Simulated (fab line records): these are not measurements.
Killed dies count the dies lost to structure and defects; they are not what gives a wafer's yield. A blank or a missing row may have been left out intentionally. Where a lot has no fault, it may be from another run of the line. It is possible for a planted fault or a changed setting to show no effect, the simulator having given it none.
A lot that was struck, set against a sound lot / flow n5_finfet / 15 out of 1938 route steps
Sound: these wafers, L479.1, L479.3, L479.5. Struck: wafers L483.3, L483.4, L483.6. The cause is named last.
Per side, at each step with rows, come the tool, then ch with its chambers, and then its first start. Under that, the readings that differ: sound wafers / struck wafers / difference of the means / sigmas: that difference in standard deviations of wafers without a fault.
alike: readings whose means differ by less than 2 such deviations, and words and numbers that are the same on both sides. not compared: withheld readings, readings that some wafer has no value for, bounds like >300 that may hide the same value, and numbers for which the record gives no deviation and whose values overlap.
A row with sigmas, a row that says differs or no value, or rows on one side alone: a step with any of these is where the two part. When numbers do not overlap yet have no deviation, they are printed without sigmas and do not part them. A reading missing from all wafers of one side parts the sides only when that side holds two or more wafers.

first, 11 steps without rows for these wafers: N5_MOL_CONTACT_COAG_STRIP_69 (strips in N2/H2); N5_MOL_CONTACT_COAG_ETCHBACK_136 (etches SiO2 in CHF3, target depth 25 nm, time 16.7 s); N5_MOL_CONTACT_COAG_STRIP_120 (strips in CHF3); N5_MOL_CONTACT_COAG_VIA_ETCH_117 (etches SiO2 in C4F6/O2, target depth 40 nm, overetch 8 nm, time 26 s); N5_MOL_CONTACT_COAG_ETCH_124 (etches SiNx in CH3F/O2, stops on SiOC, target depth 6.5 nm); N5_MOL_CONTACT_COAG_ETCH_48 (etches SiOC in C4F6/O2, target depth 15 nm, overetch 4.5 nm, time 17 s); N5_MOL_CONTACT_COAG_STRIP_72 (strips in N2/H2); N5_MOL_CONTACT_COAG_STRIP_49 (strips in N2/H2, time 30 s); N5_MOL_CONTACT_COAG_PRECLEAN_138 (cleans in alkaline clean, time 60 s); N5_MOL_CONTACT_COAG_SRD_139 (time 30 s); N5_MOL_CONTACT_COAG_PRE_CLEAN_121.
N5_MOL_CONTACT_COAG_CVD_140: deposits W, target thk 66.5 nm, time 215 s.
  sound on cvd_w-01 ch 0,1, day 7 12:01; struck on cvd_w-01 ch 0,1, day 8 11:07
  no value came back on the struck wafers for heater_power_outer_w (W), heater_power_w (W), time_s (s); on the sound wafers heater_power_outer_w (W) reads 248 250 238
then, 1 step without rows for these wafers: N5_MOL_CONTACT_COAG_PRECLEAN_127 (cleans in DIW, time 57.5 s).
N5_BEOL_M4_RC_MEAS_101:
  the record has rows for the sound wafers here (prober-01 ch 0, day 9 17:12) and none for the struck ones
-- here the record skips 7 days between the struck wafers' starts before and after, leaving off in module BEOL_M4 and picking up in module PASSIVATION (first step shown: number 1936 of the route) --
N5_PASSIVATION_PROBE_49:
  only the struck wafers here have rows in the record (prober-02, day 15 06:01); the sound ones have none

WHERE THEY PART
At N5_MOL_CONTACT_COAG_CVD_140 first; at N5_PASSIVATION_PROBE_49 last (within this record only).

WHY: what had been put in by the simulator
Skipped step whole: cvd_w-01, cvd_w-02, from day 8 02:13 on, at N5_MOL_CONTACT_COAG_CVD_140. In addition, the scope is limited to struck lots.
